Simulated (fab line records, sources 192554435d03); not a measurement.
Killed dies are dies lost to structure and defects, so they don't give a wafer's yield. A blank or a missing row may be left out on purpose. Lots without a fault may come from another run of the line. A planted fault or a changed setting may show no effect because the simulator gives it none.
Chamber matching | flow n5_finfet | N5_BEOL_M3_CO_CAP_55 on cvd_co-02: 3 sister chambers
The step material Co, precursor CCTBA/H2, target thk 2 nm, time 102.1 s. 6 wafers are shown with their chamber, then 12 later ones without.

WAFERS WITH THEIR CHAMBER
wafer  | chamber | heater_power_w (W)
L084.5 | 2       | 241
L087.1 | 1       | 263
L087.6 | 0       | 259
L089.4 | 0       | 254
L089.5 | 2       | 237
L089.6 | 1       | 266

WAFERS WITHOUT THEIR CHAMBER
wafer  | heater_power_w (W)
L090.1 | 242
L090.3 | 254
L090.5 | 257
L093.2 | 266
L093.3 | 261
L093.5 | 259
L095.1 | 236
L095.4 | 237
L095.5 | 258
L096.1 | 268
L096.2 | 261
L096.5 | 235

WHICH CHAMBER EACH WENT THROUGH
wafer  | from the rows above     | in truth
L090.1 | 2                       | 2
L090.3 | 0                       | 0
L090.5 | 0                       | 0
L093.2 | 1                       | 1
L093.3 | can't be placed: 1 or 0 | 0
L093.5 | can't be placed: 0 or 1 | 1
L095.1 | 2                       | 2
L095.4 | 2                       | 2
L095.5 | can't be placed: 0 or 1 | 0
L096.1 | 1                       | 1
L096.2 | can't be placed: 1 or 0 | 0
L096.5 | 2                       | 2
Placed correctly: 8 of 12. Can't be placed from these rows: 4 (the true chamber is among the candidates in 4). Placed wrongly: 0.
How it was worked out, from the rows above alone: a wafer's distance from a chamber is the root of the sum, over the readings, of the square of ((its reading less the chamber's mean) divided by the reading's scatter). The wafer belongs to the nearest chamber; if the next one is less than 2 further off, it can't be placed. A chamber's mean is the mean of its shown wafers. The scatter: the root of (the sum of the squares of (reading less its chamber's mean) over the shown wafers, divided by (wafers less chambers)).
